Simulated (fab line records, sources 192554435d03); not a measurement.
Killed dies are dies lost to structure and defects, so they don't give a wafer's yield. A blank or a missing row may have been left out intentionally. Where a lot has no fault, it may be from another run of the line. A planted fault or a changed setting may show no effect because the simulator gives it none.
fab line records | flow n5Finfet | part 1 of 2: steps 1 to 4 of 6
record lots=24 wafers=72 lastDay=19
route steps=1938 shown BEOL_M6@1210 BEOL_M7@1285
lots that met no fault: taken from a fault-free run of the same line
startH: hours from the record's opening day to when the first of the lot's shown wafers began | waitH: hours since the lot's step before | " repeats the value in the row above | L1.1+2: several wafers, shown together as one row | - either no value or no given start | * or withheld: withheld | < > ~ a bound
route shown NAME@n: NAME is a module with steps in the file, n the number in the route of the first one | usual: mean/standard deviation of fault-free wafers | same: alike in all rows | chamber/n: place in a boat | sites: each site's reading | _std_site: the standard deviation of these | _edge_site: mean of outer sites minus mean of inner sites | radiusMm: for every site, how far away it sits from the centre of the wafer | mask NAME#n: copy n | behind: the last tool/chamber to shape the wafer | hold: why the lot was held/for how many hours/how that ended | device: which transistor (n, p or np) failed to switch | end of line: the route-end tests of the same wafers | where a step has no rows: the recipe by itself | killed: dies that structure and defects cost at the first sort, which is not the same as the wafer's yield | map: per-die view of a wafer (x killed, . not killed, _ where there is no die)
set.NAME: the setting as run; set.NAME@STEP: as run at that earlier step | model.NAME: the simulator's own value behind a step, which no gauge read
steps of the route over a sample of lots; a table a step, a row a wafer
services: the hour from which a tool's chamber was out of use, counted from the record's first day as startH (under 0 if before that day), plus the number of hours and why
## steps
# step N5_BEOL_M6_DESCUM_16
# recipe chemistry=O2 timeS=7.9 sourcePowerW=50 biasPowerW=20 pressureMtorr=20 rfFrequencyHz=2.712e+07 tempC=40 resist=CAR-ArF o2FlowSccm=225
# usual drypumpMotorCurrentA=5.8/0.38 oesProductAu=0.80/0.078 rfFwdPowerW=49.48/0.22 rfVppV=243.6/1.8 showerheadPlenumPTorr=2.11/0.1 throttleValvePct=20.34/0.12
# columns lot.wafer tool chamber startH waitH drypumpMotorCurrentA oesProductAu rfFwdPowerW rfHoursCounterH rfVppV showerheadPlenumPTorr throttleValvePct
L074.1 rieDiel-04 0 196.26 0.5 6.4 0.87 49.61 49 244.4 2.23 20.21
L074.2 " 1 " " 6.1 0.72 49.37 217 243.1 1.98 20.25
L074.3 " 3 " " 6.0 0.72 49.40 205 243.4 2.07 20.35
L075.1 rieDiel-05 2 205.07 0.4 5.8 0.90 49.32 19 246.1 2.23 20.29
L075.4 " 0 " " 5.5 0.75 49.46 172 245.1 2.17 20.25
L075.5 " 3 " " 6.3 0.70 49.43 - 243.9 2.15 20.67
L076.1 rieDiel-04 0 206.07 0.1 6.4 0.87 50.02 53 244.7 2.23 20.24
L076.5 " 1 " " 6.1 0.72 49.58 - 240.7 1.97 20.25
L076.6 " 2 " " 6.1 0.85 49.05 - 241.6 2.02 20.52
L079.3 rieDiel-02 2 223.11 0.2 6.4 1.00 49.21 2 242.8 2.05 20.19
L079.4 " 0 " " 5.3 0.85 49.10 55 245.0 2.21 20.19
L079.6 " 0 " " 5.3 0.84 49.51 - 244.7 2.21 20.17
L077.2 rieDiel-04 1 227.06 0.9 6.1 0.72 49.63 230 240.1 1.97 20.26
L077.3 " 2 " " 6.1 0.84 49.33 76 241.5 2.02 20.54
L077.6 " 1 " " 6.1 0.71 49.77 - 242.8 1.97 20.27
L078.2 rieDiel-02 1 234.30 0.2 5.5 0.79 49.33 103 245.4 2.19 20.34
L078.5 " 1 " " 5.5 0.79 49.50 - 245.2 2.19 20.36
L078.6 " 0 " " 5.3 0.83 49.87 - 245.5 2.21 20.18
L080.1 rieDiel-05 0 249.34 0.0 5.5 0.74 49.34 188 244.0 2.16 20.27
L080.2 " 3 " " 6.3 0.97 49.50 2 244.4 2.15 20.27
L080.6 " 0 " " 5.5 0.73 49.42 - 243.3 2.16 20.28
L082.1 rieDiel-02 1 254.40 0.0 5.5 0.78 49.80 110 245.2 2.19 20.37
L082.2 " 3 " " 5.9 0.71 49.73 214 244.3 2.16 20.27
L082.6 " 3 " " 5.9 0.71 49.67 - 245.3 2.16 20.26
L081.1 rieDiel-02 2 259.57 0.0 6.4 0.94 49.10 15 244.3 2.05 20.22
L081.3 " 0 " " 5.3 0.82 49.47 67 245.7 2.21 20.20
L081.6 " 3 " " 5.9 0.71 50.09 - 245.0 2.16 20.28
L084.1 rieDiel-04 2 262.43 0.1 6.1 0.81 49.41 89 241.9 2.02 20.55
L084.2 " 0 " " 6.4 0.84 49.44 75 245.9 2.22 20.28
L084.5 " 1 " " 6.1 0.70 49.61 - 242.3 1.97 20.29
L086.1 rieDiel-04 0 266.88 0.0 6.4 0.85 49.70 76 245.8 2.22 20.27
L086.4 " 1 " " 6.1 0.70 49.54 246 241.7 1.97 20.27
L086.5 " 3 " " 6.0 0.71 49.19 - 242.3 2.07 20.40
L085.1 rieDiel-02 3 287.61 0.2 5.9 0.70 49.69 226 242.1 2.15 20.29
L085.2 " 2 " " 6.4 0.92 49.50 25 243.4 2.04 20.22
L085.6 " 2 " " 6.4 0.92 49.30 - 243.6 2.04 20.22
L083.1 rieDiel-05 2 287.82 0.2 5.8 0.85 49.37 48 246.7 2.22 20.33
L083.3 " 1 " " 5.4 0.73 49.09 174 239.8 1.91 20.55
L083.5 " 2 " " 5.8 0.85 49.43 - 245.0 2.22 20.34
L088.1 rieDiel-04 2 287.95 0.0 6.1 0.80 49.07 98 241.7 2.01 20.55
L088.2 " 0 " " 6.3 0.84 49.70 84 245.2 2.22 20.29
L088.5 " 2 " " 6.1 0.81 49.02 - 241.6 2.01 20.57
L087.1 rieDiel-02 0 293.50 0.0 5.3 0.81 49.46 79 245.8 2.20 20.21
L087.5 " 0 " " 5.3 0.82 49.53 - 243.9 2.20 20.21
L087.6 " 1 " " 5.5 0.76 49.63 - 245.6 2.19 20.40
L089.1 rieDiel-05 1 296.68 0.0 5.4 0.73 49.37 175 239.1 1.90 20.56
L089.2 " 2 " " 5.8 0.85 49.38 51 244.4 2.22 20.34
L089.5 " 2 " " 5.8 0.85 49.34 - 245.4 2.22 20.33
L090.1 rieDiel-02 3 296.99 0.1 5.9 0.70 49.68 228 243.5 2.15 20.29
L090.4 " 0 " " 5.3 0.80 49.51 80 245.2 2.20 20.22
L090.5 " 3 " " 5.9 0.70 49.98 - 244.6 2.15 20.29
L092.1 rieDiel-02 2 318.30 0.3 6.4 0.90 49.45 35 243.3 2.04 20.24
L092.3 " 0 " " 5.3 0.80 49.33 86 244.4 2.20 20.22
L092.5 " 1 " " 5.5 0.76 49.62 - 243.3 2.18 20.39
L091.3 rieDiel-05 1 318.66 0.4 5.4 0.72 49.46 183 240.6 1.90 20.57
L091.4 " 2 " " 5.8 0.84 49.38 59 246.0 2.22 20.34
L091.5 " 1 " " 5.4 0.72 49.50 - 238.3 1.90 20.56
L093.3 rieDiel-05 1 319.84 0.0 5.4 0.73 49.43 184 239.2 1.90 20.57
L093.5 " 0 " " 5.5 0.72 49.42 - 244.4 2.16 20.29
L093.6 " 1 " " 5.4 0.72 49.46 - 239.5 1.90 20.56
L094.1 rieDiel-02 1 323.29 0.1 5.5 0.76 49.61 136 244.2 2.18 20.42
L094.2 " 0 " " 5.3 0.80 49.47 89 246.4 2.20 20.22
L094.4 " 2 " " 6.4 0.90 48.97 - 242.8 2.04 20.25
L095.2 rieDiel-05 3 329.93 0.4 6.3 0.89 49.36 30 243.9 2.14 20.33
L095.5 " 2 " " 5.8 0.83 49.34 - 243.7 2.22 20.36
L095.6 " 1 " " 5.4 0.73 49.23 - 239.9 1.90 20.58
L096.1 rieDiel-02 2 351.36 0.0 6.4 0.88 49.15 47 241.8 2.04 20.27
L096.2 " 1 " " 5.5 0.76 49.54 145 245.7 2.18 20.42
L096.3 " 3 " " 5.9 0.69 49.38 242 243.9 2.15 20.33
L097.2 rieDiel-02 1 355.04 0.0 5.5 0.75 49.69 146 245.4 2.18 20.43
L097.4 " 2 " " 6.4 0.88 49.67 48 242.6 2.03 20.27
L097.6 " 0 " " 5.3 0.78 49.61 - 244.1 2.20 20.25
# step N5_BEOL_M6_ETCH_61
# recipe chemistry=CF4 target=SiARC targetDepthA=455 maskMaterial=CAR-ArF timeS=75.8 ionEnergyEv=80 pressureMtorr=40 sourceW=545 biasW=36 Ar_flow_sccm=100 cf4FlowSccm=100 ends=cleared
# usual drypumpMotorCurrentA=5.8/0.38 etchRfOnTimeS=75.7/0.94 oesProductAu=0.68/0.067 rfFwdPowerW=540.1/1.8 rfVppV=184.3/1.3 showerheadPlenumPTorr=2.16/0.093 throttleValvePct=15.54/0.16
# columns lot.wafer tool chamber startH waitH drypumpMotorCurrentA etchRfOnTimeS oesProductAu rfFwdPowerW rfHoursCounterH rfVppV showerheadPlenumPTorr throttleValvePct
L074.1 rieDiel-04 0 196.30 0.0 6.4 74.5 0.75 538.6 49 185.0 2.27 15.35
L074.2 " 1 " " 6.1 76.2 0.61 541.7 217 182.9 2.03 15.55
L074.3 " 3 " " 6.0 74.8 0.62 539.1 205 183.8 2.11 15.55
L075.1 rieDiel-05 2 205.10 0.0 5.8 75.6 0.77 537.1 19 185.9 2.28 15.44
L075.4 " 0 " " 5.6 76.2 0.64 541.9 172 185.1 2.21 15.47
L075.5 " 3 " " 6.3 75.5 0.59 540.8 - 184.1 2.19 15.87
L076.1 rieDiel-04 0 206.11 0.0 6.4 74.6 0.75 541.4 53 185.3 2.27 15.35
L076.5 " 1 " " 6.1 75.6 0.61 539.4 - 183.4 2.03 15.53
L076.6 " 2 " " 6.1 74.5 0.73 543.5 - 183.6 2.09 15.75
L079.3 rieDiel-02 2 223.15 0.0 6.4 74.8 0.85 538.5 2 183.5 2.10 15.32
L079.4 " 0 " " 5.3 74.7 0.71 542.4 55 185.6 2.26 15.30
L079.6 " 0 " " 5.3 75.2 0.71 540.0 - 185.3 2.26 15.29
L077.2 rieDiel-04 1 227.09 0.0 6.1 76.7 0.60 539.6 230 182.1 2.03 15.55
L077.3 " 2 " " 6.2 76.2 0.72 541.7 76 183.4 2.09 15.78
L077.6 " 1 " " 6.1 77.4 0.60 540.4 - 182.0 2.03 15.58
L078.2 rieDiel-02 1 234.34 0.0 5.5 76.5 0.67 538.8 103 184.8 2.25 15.60
L078.5 " 1 " " 5.4 76.4 0.68 541.8 - 187.3 2.25 15.59
L078.6 " 0 " " 5.3 74.9 0.70 539.1 - 184.7 2.25 15.32
L080.1 rieDiel-05 0 249.37 0.0 5.5 75.9 0.63 540.9 188 184.6 2.21 15.51
L080.2 " 3 " " 6.3 75.0 0.83 543.3 2 184.3 2.19 15.39
L080.6 " 0 " " 5.5 76.5 0.63 540.6 - 184.6 2.21 15.50
L082.1 rieDiel-02 1 254.43 0.0 5.5 77.0 0.67 541.4 110 184.2 2.25 15.62
L082.2 " 3 " " 5.9 77.6 0.60 538.4 214 184.9 2.20 15.50
L082.6 " 3 " " 5.9 77.4 0.60 538.1 - 182.6 2.20 15.50
L081.1 rieDiel-02 2 259.60 0.0 6.4 74.9 0.81 537.8 15 184.4 2.10 15.35
L081.3 " 0 " " 5.3 74.9 0.70 541.1 67 184.7 2.25 15.33
L081.6 " 3 " " 5.9 77.6 0.61 543.2 - 183.9 2.20 15.52
L084.1 rieDiel-04 2 262.47 0.0 6.1 75.5 0.71 540.2 89 182.3 2.08 15.79
L084.2 " 0 " " 6.4 74.5 0.72 538.7 75 185.5 2.26 15.42
L084.5 " 1 " " 6.1 77.1 0.59 542.0 - 182.9 2.02 15.60
L086.1 rieDiel-04 0 266.91 0.0 6.4 75.3 0.72 541.3 76 185.1 2.26 15.41
L086.4 " 1 " " 6.1 76.3 0.60 541.7 246 182.7 2.02 15.60
L086.5 " 3 " " 6.0 75.2 0.61 538.4 - 183.9 2.11 15.60
L085.1 rieDiel-02 3 287.65 0.0 5.9 76.3 0.60 539.7 226 184.4 2.19 15.53
L085.2 " 2 " " 6.4 74.5 0.78 539.0 25 183.6 2.09 15.38
L085.6 " 2 " " 6.4 75.2 0.79 536.7 - 184.3 2.09 15.37
L083.1 rieDiel-05 2 287.85 0.0 5.8 75.4 0.72 537.9 48 185.6 2.27 15.51
L083.3 " 1 " " 5.4 76.5 0.62 539.4 174 182.4 1.97 15.84
L083.5 " 2 " " 5.8 75.6 0.73 536.3 - 185.3 2.27 15.50
L088.1 rieDiel-04 2 287.99 0.0 6.1 76.5 0.69 540.2 98 183.3 2.08 15.83
L088.2 " 0 " " 6.4 76.0 0.71 542.1 84 185.2 2.26 15.42
L088.5 " 2 " " 6.1 76.8 0.69 539.4 - 184.1 2.08 15.81
L087.1 rieDiel-02 0 293.54 0.0 5.3 75.4 0.68 539.1 79 186.4 2.25 15.36
L087.5 " 0 " " 5.3 74.7 0.68 538.5 - 184.8 2.25 15.36
L087.6 " 1 " " 5.5 76.4 0.65 538.5 - 184.5 2.24 15.64
L089.1 rieDiel-05 1 296.72 0.0 5.4 76.1 0.62 539.4 175 182.2 1.97 15.83
L089.2 " 2 " " 5.9 75.3 0.73 539.6 51 185.4 2.27 15.50
L089.5 " 2 " " 5.8 75.5 0.73 538.5 - 184.9 2.27 15.50
L090.1 rieDiel-02 3 297.02 0.0 5.9 77.9 0.60 541.8 228 183.2 2.19 15.53
L090.4 " 0 " " 5.3 75.1 0.68 538.3 80 186.1 2.25 15.36
L090.5 " 3 " " 5.9 77.3 0.60 540.9 - 184.4 2.19 15.55
L092.1 rieDiel-02 2 318.33 0.0 6.4 74.0 0.77 539.9 35 183.2 2.09 15.39
L092.3 " 0 " " 5.3 74.4 0.68 544.0 86 185.0 2.25 15.38
L092.5 " 1 " " 5.5 76.6 0.65 540.7 - 185.8 2.24 15.65
L091.3 rieDiel-05 1 318.70 0.0 5.4 76.0 0.62 540.3 183 181.9 1.97 15.84
L091.4 " 2 " " 5.8 75.5 0.72 537.5 59 184.6 2.26 15.52
L091.5 " 1 " " 5.4 75.9 0.61 538.1 - 182.4 1.97 15.86
L093.3 rieDiel-05 1 319.88 0.0 5.4 76.3 0.61 537.9 184 183.3 1.97 15.86
L093.5 " 0 " " 5.5 75.0 0.62 541.9 - 184.4 2.20 15.55
L093.6 " 1 " " 5.4 76.2 0.61 538.7 - 180.6 1.97 15.84
L094.1 rieDiel-02 1 323.32 0.0 5.5 76.4 0.65 541.2 136 184.6 2.24 15.66
L094.2 " 0 " " 5.3 74.8 0.68 540.5 89 185.2 2.24 15.38
L094.4 " 2 " " 6.4 75.1 0.77 541.0 - 184.7 2.09 15.38
L095.2 rieDiel-05 3 329.96 0.0 6.3 75.3 0.76 542.5 30 183.9 2.18 15.43
L095.5 " 2 " " 5.8 75.1 0.71 536.1 - 186.0 2.26 15.53
L095.6 " 1 " " 5.4 76.2 0.61 541.7 - 182.8 1.97 15.85
L096.1 rieDiel-02 2 351.39 0.0 6.4 74.8 0.75 537.2 47 183.5 2.09 15.41
L096.2 " 1 " " 5.5 76.6 0.64 540.1 145 186.3 2.24 15.69
L096.3 " 3 " " 5.9 77.5 0.59 540.9 242 183.8 2.19 15.57
L097.2 rieDiel-02 1 355.08 0.0 5.5 76.0 0.64 540.4 146 186.8 2.24 15.67
L097.4 " 2 " " 6.4 74.4 0.76 535.3 48 184.0 2.09 15.41
L097.6 " 0 " " 5.3 74.4 0.67 537.4 - 186.3 2.24 15.40
# step N5_BEOL_M6_ANNEAL_51
# recipe tempC=225 timeS=90 ambient=N2
# usual wafer_temp_C_max=226.2/0.38
# columns lot.wafer tool chamber startH waitH wafer_temp_C_max
L074.1 rtpAnneal-01 0 203.38 0.1 226.0
L074.2 " 0 " " 226.4
L074.3 " 0 " " 225.8
L075.1 rtpAnneal-01 0 210.71 0.6 225.7
L075.4 " 0 " " 225.8
L075.5 " 0 " " 226.2
L076.1 rtpAnneal-02 0 211.40 0.6 226.2
L076.5 " 0 " " 226.5
L076.6 " 0 " " 226.5
L079.3 rtpAnneal-01 0 229.75 0.1 225.8
L079.4 " 0 " " 226.2
L079.6 " 0 " " 226.1
L077.2 rtpAnneal-02 0 230.54 0.6 226.6
L077.3 " 0 " " 226.5
L077.6 " 0 " " 227.2
L078.2 rtpAnneal-02 0 241.21 0.2 226.8
L078.5 " 0 " " 226.8
L078.6 " 0 " " 226.6
L080.1 rtpAnneal-01 0 252.33 0.1 225.7
L080.2 " 0 " " 225.9
L080.6 " 0 " " 225.6
L082.1 rtpAnneal-02 0 262.11 0.3 226.4
L082.2 " 0 " " 226.8
L082.6 " 0 " " 226.6
L081.1 rtpAnneal-01 0 264.75 0.5 225.8
L081.3 " 0 " " 225.6
L081.6 " 0 " " 226.0
L084.1 rtpAnneal-01 0 266.90 0.1 225.6
L084.2 " 0 " " 225.5
L084.5 " 0 " " 225.7
L086.1 rtpAnneal-01 0 271.20 0.2 226.1
L086.4 " 0 " " 225.7
L086.5 " 0 " " 226.3
L085.1 rtpAnneal-01 0 294.73 0.5 225.8
L085.2 " 0 " " 226.7
L085.6 " 0 " " 226.0
L083.1 rtpAnneal-01 0 295.27 0.6 225.9
L083.3 " 0 " " 226.0
L083.5 " 0 " " 225.8
L088.1 rtpAnneal-02 0 296.17 0.1 226.4
L088.2 " 0 " " 227.3
L088.5 " 0 " " 226.6
L087.1 rtpAnneal-02 0 297.34 0.1 226.1
L087.5 " 0 " " 226.5
L087.6 " 0 " " 226.2
L090.1 rtpAnneal-01 0 302.29 0.4 226.0
L090.4 " 0 " " 225.8
L090.5 " 0 " " 225.6
L089.1 rtpAnneal-01 0 302.74 0.6 225.9
L089.2 " 0 " " 226.0
L089.5 " 0 " " 225.8
L091.3 rtpAnneal-01 0 324.14 2.2 226.1
L091.4 " 0 " " 226.3
L091.5 " 0 " " 226.3
L092.1 rtpAnneal-01 0 324.32 1.6 225.9
L092.3 " 0 " " 225.4
L092.5 " 0 " " 225.8
L093.3 rtpAnneal-01 0 324.68 1.7 225.7
L093.5 " 0 " " 226.1
L093.6 " 0 " " 226.0
L094.1 rtpAnneal-02 0 330.09 3.1 226.7
L094.2 " 0 " " 226.3
L094.4 " 0 " " 226.6
L095.2 rtpAnneal-01 0 334.82 0.3 226.1
L095.5 " 0 " " 226.2
L095.6 " 0 " " 226.1
L096.1 rtpAnneal-01 0 357.54 0.1 225.9
L096.2 " 0 " " 225.9
L096.3 " 0 " " 226.6
L097.2 rtpAnneal-01 0 361.42 1.3 226.3
L097.4 " 0 " " 226.4
L097.6 " 0 " " 226.2
# step N5_BEOL_M6_RS_MEAS_57
# recipe thkMeasGauge=four-point-probe reads=Cu_of_BEOL_M6_ECD_50+Co_of_BEOL_M6_CVD_78+TaN_of_BEOL_M6_ALD_77
# usual M6_RS=0.287/0.0066
# columns lot.wafer tool chamber startH waitH M6_RS[ohm/sq]
L074.1 filmMetro-01 - 204.13 0.1 0.287
L074.2 " - " " 0.279
L074.3 " - " " 0.273
L075.1 filmMetro-01 - 211.46 0.1 0.285
L075.4 " - " " 0.293
L075.5 " - " " 0.283
L076.1 filmMetro-02 - 212.13 0.1 0.284
L076.5 " - " " 0.279
L076.6 " - " " 0.287
L079.3 filmMetro-01 - 230.39 0.1 0.278
L079.4 " - " " 0.287
L079.6 " - " " 0.278
L077.2 filmMetro-01 - 231.46 0.1 0.283
L077.3 " - " " 0.280
L077.6 " - " " 0.290
L078.2 filmMetro-01 - 241.89 0.1 0.283
L078.5 " - " " 0.283
L078.6 " - " " 0.288
L080.1 filmMetro-02 - 253.05 0.1 0.291
L080.2 " - " " 0.283
L080.6 " - " " 0.283
L082.1 filmMetro-02 - 262.83 0.1 0.296
L082.2 " - " " 0.289
L082.6 " - " " 0.291
L081.1 filmMetro-02 - 265.48 0.1 0.281
L081.3 " - " " 0.281
L081.6 " - " " 0.299
L084.1 filmMetro-01 - 267.63 0.1 0.288
L084.2 " - " " 0.291
L084.5 " - " " 0.293
L086.1 filmMetro-01 - 271.94 0.1 0.290
L086.4 " - " " 0.296
L086.5 " - " " 0.294
L085.1 filmMetro-01 - 295.46 0.1 0.292
L085.2 " - " " 0.291
L085.6 " - " " 0.278
L083.1 filmMetro-01 - 296.00 0.1 0.301
L083.3 " - " " 0.286
L083.5 " - " " 0.283
L088.1 filmMetro-01 - 296.89 0.1 0.283
L088.2 " - " " 0.291
L088.5 " - " " 0.283
L087.1 filmMetro-01 - 298.06 0.1 0.291
L087.5 " - " " 0.282
L087.6 " - " " 0.289
L090.1 filmMetro-02 - 303.16 0.1 0.288
L090.4 " - " " 0.296
L090.5 " - " " 0.301
L089.1 filmMetro-02 - 303.48 0.1 0.289
L089.2 " - " " 0.286
L089.5 " - " " 0.294
L091.3 filmMetro-02 - 324.78 0.1 0.289
L091.4 " - " " 0.283
L091.5 " - " " 0.291
L092.1 filmMetro-02 - 325.06 0.1 0.281
L092.3 " - " " 0.282
L092.5 " - " " 0.277
L093.3 filmMetro-01 - 325.32 0.1 0.281
L093.5 " - " " 0.290
L093.6 " - " " 0.285
L094.1 filmMetro-02 - 331.08 0.1 0.288
L094.2 " - " " 0.290
L094.4 " - " " 0.287
L095.2 filmMetro-01 - 335.50 0.1 0.285
L095.5 " - " " 0.280
L095.6 " - " " 0.287
L096.1 filmMetro-02 - 358.26 0.1 0.295
L096.2 " - " " 0.282
L096.3 " - " " 0.297
L097.2 filmMetro-02 - 362.10 0.1 0.288
L097.4 " - " " 0.292
L097.6 " - " " 0.279
